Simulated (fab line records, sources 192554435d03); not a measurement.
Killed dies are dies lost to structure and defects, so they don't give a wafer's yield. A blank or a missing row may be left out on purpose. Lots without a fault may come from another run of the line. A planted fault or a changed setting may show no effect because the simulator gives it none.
Chamber matching | flow n5_finfet | N5_BEOL_M2_ETCH_69 on rie_diel-01: 4 sister chambers
The step etches SiARC in CF4, target depth 15.6 nm, time 26 s. 16 wafers are shown with their chamber, then 8 later ones without.

WAFERS WITH THEIR CHAMBER
wafer  | chamber | throttle_valve_pct (%) | showerhead_plenum_p_Torr (Torr) | oes_product_au (a.u.)
L077.1 | 0       | 15.58                  | 2.16                            | 0.72
L077.4 | 2       | 15.68                  | 2.16                            | 0.70
L077.6 | 3       | 15.83                  | 2.13                            | 0.64
L078.2 | 1       | 15.51                  | 2.19                            | 0.79
L078.4 | 3       | 15.82                  | 2.13                            | 0.64
L078.6 | 0       | 15.59                  | 2.16                            | 0.72
L080.1 | 1       | 15.50                  | 2.18                            | 0.77
L080.3 | 0       | 15.60                  | 2.16                            | 0.70
L080.5 | 3       | 15.85                  | 2.13                            | 0.63
L083.2 | 2       | 15.72                  | 2.16                            | 0.69
L083.4 | 3       | 15.86                  | 2.13                            | 0.64
L083.6 | 2       | 15.71                  | 2.16                            | 0.68
L084.2 | 2       | 15.73                  | 2.15                            | 0.68
L084.5 | 0       | 15.63                  | 2.16                            | 0.69
L084.6 | 3       | 15.87                  | 2.12                            | 0.63
L087.2 | 2       | 15.74                  | 2.15                            | 0.67

SIGNATURES (means of the wafers above)
reading                  | chamber 0 | chamber 1 | chamber 2 | chamber 3 | scatter within a chamber
throttle_valve_pct       | 15.6000   | 15.5050   | 15.7160   | 15.8460   | 0.021
showerhead_plenum_p_Torr | 2.1600    | 2.1850    | 2.1560    | 2.1280    | 0.00456
oes_product_au           | 0.7075    | 0.7800    | 0.6840    | 0.6360    | 0.0112
Rule: a wafer's distance from a chamber is the root of the sum, over the readings, of the square of ((its reading less the chamber's mean) divided by the reading's scatter). The wafer belongs to the nearest chamber; if the next one is less than 2 further off, it can't be placed. The scatter: the root of (the sum of the squares of (reading less its chamber's mean) over the shown wafers, divided by (wafers less chambers)).

WAFERS WITHOUT THEIR CHAMBER
wafer  | throttle_valve_pct (%) | showerhead_plenum_p_Torr (Torr) | oes_product_au (a.u.)
L087.3 | 15.53                  | 2.18                            | 0.76
L087.6 | 15.53                  | 2.18                            | 0.76
L088.2 | 15.64                  | 2.16                            | 0.69
L088.3 | 15.86                  | 2.12                            | 0.62
L088.4 | 15.75                  | 2.15                            | 0.67
L092.3 | 15.67                  | 2.15                            | 0.68
L092.5 | 15.65                  | 2.15                            | 0.68
L092.6 | 15.88                  | 2.12                            | 0.62

WHICH CHAMBER EACH WENT THROUGH
wafer  | from the rows above     | in truth
L087.3 | 1                       | 1
L087.6 | 1                       | 1
L088.2 | can't be placed: 0 or 2 | 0
L088.3 | 3                       | 3
L088.4 | 2                       | 2
L092.3 | 2                       | 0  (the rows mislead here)
L092.5 | can't be placed: 2 or 0 | 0
L092.6 | 3                       | 3
Placed correctly: 5 of 8. Can't be placed from these rows: 2 (the true chamber is among the candidates in 2). Placed wrongly: 1.
